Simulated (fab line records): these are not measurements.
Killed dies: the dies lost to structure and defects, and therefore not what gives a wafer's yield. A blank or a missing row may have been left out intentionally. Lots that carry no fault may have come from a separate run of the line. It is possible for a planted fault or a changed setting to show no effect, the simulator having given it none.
Lot-split experiment	flow n5 finfet	on a route of 1938 steps: 7 lots, 21 wafers read

== ON THE SPLIT ==
At N5_HKMG_FIN_ETCH_55 (etches SOC in N2/H2, target depth 240 nm, time 300 s), the setting bias w was moved away from the recipe's 150 W on 6 of the 21 wafers read, by -17.5% to +16.4%. This setting was run at the recipe's value on the other wafers.

The split's own step is where the reading is taken.

== THE READING ==
rf vpp V, in V, at N5_HKMG_FIN_ETCH_55 (etches SOC in N2/H2, target depth 240 nm, time 300 s). Typical for fault-free wafers on this fab line: 523.4 V, with standard deviation 2.6 V.

wafer	tool, chamber at the split	bias w as run, W	against the recipe	rf vpp V, V	against lot-mates on the recipe
L075.1	rie diel-01, 1	150	recipe	525.3	-
L075.5	rie diel-01, 2	150	recipe	523.2	-
L075.6	rie diel-01, 1	174.6	+16.4%	575.8	+51.5
L076.1	rie diel-01, 2	150	recipe	523.1	-
L076.2	rie diel-01, 3	123.8	-17.5%	467.0	-56.1
L076.3	rie diel-01, 0	123.8	-17.5%	465.7	-57.4
L080.1	rie diel-03, 1	174.2	+16.1%	574.5	+49.3
L080.3	rie diel-03, 2	174.2	+16.1%	575.9	+50.7
L080.5	rie diel-03, 3	150	recipe	525.2	-
L083.2	rie diel-01, 1	150	recipe	525.0	-
L083.3	rie diel-01, 3	150	recipe	525.5	-
L083.4	rie diel-01, 0	150	recipe	526.1	-
L092.1	rie diel-03, 0	150	recipe	520.0	-
L092.4	rie diel-03, 0	150	recipe	521.2	-
L092.5	rie diel-03, 2	150	recipe	523.8	-
L094.1	rie diel-02, 0	156.8	+4.5%	535.0	+9.2
L094.2	rie diel-02, 3	150	recipe	525.8	-
L094.4	rie diel-02, 3	150	recipe	525.7	-
L096.1	rie diel-03, 1	150	recipe	523.2	-
L096.2	rie diel-03, 3	150	recipe	523.4	-
L096.3	rie diel-03, 2	150	recipe	523.8	-

THE FIT
A straight line over all 21 wafers: rf vpp V changes by +3.22 V for each +1% of bias w; r = +1.00; the points scatter about the line by 1.8 V.
The same after taking each lot's own level away (the mean of its wafers on the recipe; 21 wafers): +3.16 V for each +1%; r = +1.00; scatter 1.4 V.
On that fit, the largest move of bias w shifts the reading by 55 V.
Measured against the standard deviation above, the lots' own levels, which go from 521.67 to 525.75 V, span 1.6 times it.
Consequently the slope shifts little with the lot-to-lot level, the two slopes agreeing.
Check: for one of the wafers moved furthest among these (-17.5%), held out of the fit, the line's prediction against its lot-mates is -55.6 V. Against them it came out at -56.1 V.
Tool readings at the split's step, against how far the setting was moved: rf vpp V r = +1.00.

== THE OTHER SPLITS THESE WAFERS WENT THROUGH ==
Note: prior to the reading, these wafers also went through further splits. Each is held against what the fit with the lots' levels taken away leaves over:
other split on the same wafers	wafers away from the commonest value	r with rf vpp V (lot level and that fit taken away)
N5_WELL_APT_COAT_02 spin rpm	8	-0.32
N5_WELL_APT_PEB_06 peb temp c	5	-0.27
N5_FIN_SAQP_FIN_ETCH_36 icp w	7	+0.11
N5_FIN_CUT_EXPOSE_05 dose mj	8	+0.03
N5_SD_EPI_N_PEB_07 peb temp c	5	-0.08
N5_SD_EPI_P_EPI_21 temp c	8	-0.27

== THE FILE'S OWN FIT ==
rf vpp V changes by +3.14 V for each +1% of bias w, r = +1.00.
